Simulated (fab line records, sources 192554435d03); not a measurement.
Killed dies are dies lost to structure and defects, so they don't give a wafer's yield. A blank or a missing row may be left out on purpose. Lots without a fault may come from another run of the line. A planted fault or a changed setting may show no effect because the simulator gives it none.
Split-lot experiment | flow n5_finfet | 7 lots, 21 wafers read, on a route of 1938 steps

THE SPLIT
At N5_BEOL_M7_PECVD_70 (deposits SiO2 from TEOS/O2, target thk 20 nm, time 22.7 s), the setting temp_c was moved away from the recipe's 400 C on 4 of the 21 wafers read, by -2.2% to +3.4%. The other wafers ran this setting at the recipe's value.

The reading is taken at the split's own step.

THE READING
SiO2_of_BEOL_M7_PECVD_70.thk_nm (the simulator's own value, which no gauge read), in nm, at N5_BEOL_M7_PECVD_70 (deposits SiO2 from TEOS/O2, target thk 20 nm, time 22.7 s). The file gives no usual value for it. The 17 wafers here that ran the recipe average 20.0 nm, standard deviation 0.23 nm.

wafer  | tool, chamber at the split | temp_c as run, C | against the recipe | SiO2_of_BEOL_M7_PECVD_70.thk_nm, nm | against lot-mates on the recipe
L075.3 | pecvd-02, 2                | 400              | recipe             | 19.8                                | -
L075.4 | pecvd-02, 2                | 391.9            | -2.0%              | 21.2                                | +1.4
L075.5 | pecvd-02, 1                | 391.9            | -2.0%              | 20.8                                | +1.0
L076.1 | pecvd-02, 0                | 400              | recipe             | 20                                  | -
L076.4 | pecvd-02, 1                | 400              | recipe             | 20.2                                | -
L076.6 | pecvd-02, 1                | 400              | recipe             | 20.4                                | -
L077.2 | pecvd-04, 0,1              | 400              | recipe             | 19.8                                | -
L077.3 | pecvd-04, 0,1              | 400              | recipe             | 19.8                                | -
L077.6 | pecvd-04, 0                | 400              | recipe             | 20.2                                | -
L078.1 | pecvd-04, 0                | 413.8            | +3.4%              | 18                                  | -2.3
L078.3 | pecvd-04, 0                | 400              | recipe             | 20.2                                | -
L078.5 | pecvd-04, 0                | 400              | recipe             | 20.4                                | -
L082.1 | pecvd-01, 1                | 400              | recipe             | 19.6                                | -
L082.3 | pecvd-01, 0                | 400              | recipe             | 19.8                                | -
L082.5 | pecvd-01, 1                | 400              | recipe             | 20                                  | -
L089.2 | pecvd-01, 1                | 400              | recipe             | 20                                  | -
L089.4 | pecvd-01, 1                | 391.1            | -2.2%              | 21.4                                | +1.3
L089.6 | pecvd-01, 2                | 400              | recipe             | 20.2                                | -
L090.2 | pecvd-02, 1                | 400              | recipe             | 20                                  | -
L090.6 | pecvd-02, 1                | 400              | recipe             | 20                                  | -
L090.5 | pecvd-02, 0                | 400              | recipe             | 20.4                                | -
Where a row lists several chambers, the file gives one row for several wafers and doesn't say which wafer went through which chamber.

THE FIT
A straight line over all 21 wafers: SiO2_of_BEOL_M7_PECVD_70.thk_nm changes by -0.558 nm for each +1% of temp_c; r = -0.94; the points scatter about the line by 0.24 nm.
The same after taking each lot's own level away (the mean of its wafers on the recipe; 21 wafers): -0.628 nm for each +1%; r = -0.97; scatter 0.17 nm.
On that fit, the largest move of temp_c shifts the reading by 2.2 nm.
The lots' own levels span 19.80 to 20.30 nm, that is 2.1 times the standard deviation above.
So the lot-to-lot level changes the slope: the two fits differ.
Check: with one of the wafers moved furthest among these (+3.4%) left out of the fit, the line predicts -2.03 nm for it against its lot-mates. It came out at -2.3 nm against them.

OTHER SPLITS ON THESE WAFERS
These wafers also went through other splits before the reading. Each is held against what the fit with the lots' levels taken away leaves over:
other split on the same wafers   | wafers away from the commonest value | r with SiO2_of_BEOL_M7_PECVD_70.thk_nm (lot level and that fit taken away)
N5_BEOL_M4_TRENCH_ETCH_37 time_s | 9                                    | +0.31
N5_BEOL_M5_DESCUM_16 time_s      | 7                                    | +0.16
N5_BEOL_M5_COAT_74 spin_rpm      | 5                                    | -0.27
N5_BEOL_M6_ETCH_62 time_s        | 6                                    | -0.11
N5_BEOL_M6_EXPOSE_25 dose_mj     | 6                                    | -0.03

THE FILE'S OWN FIT
SiO2_of_BEOL_M7_PECVD_70.thk_nm changes by -0.633 nm for each +1% of temp_c, r = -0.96.
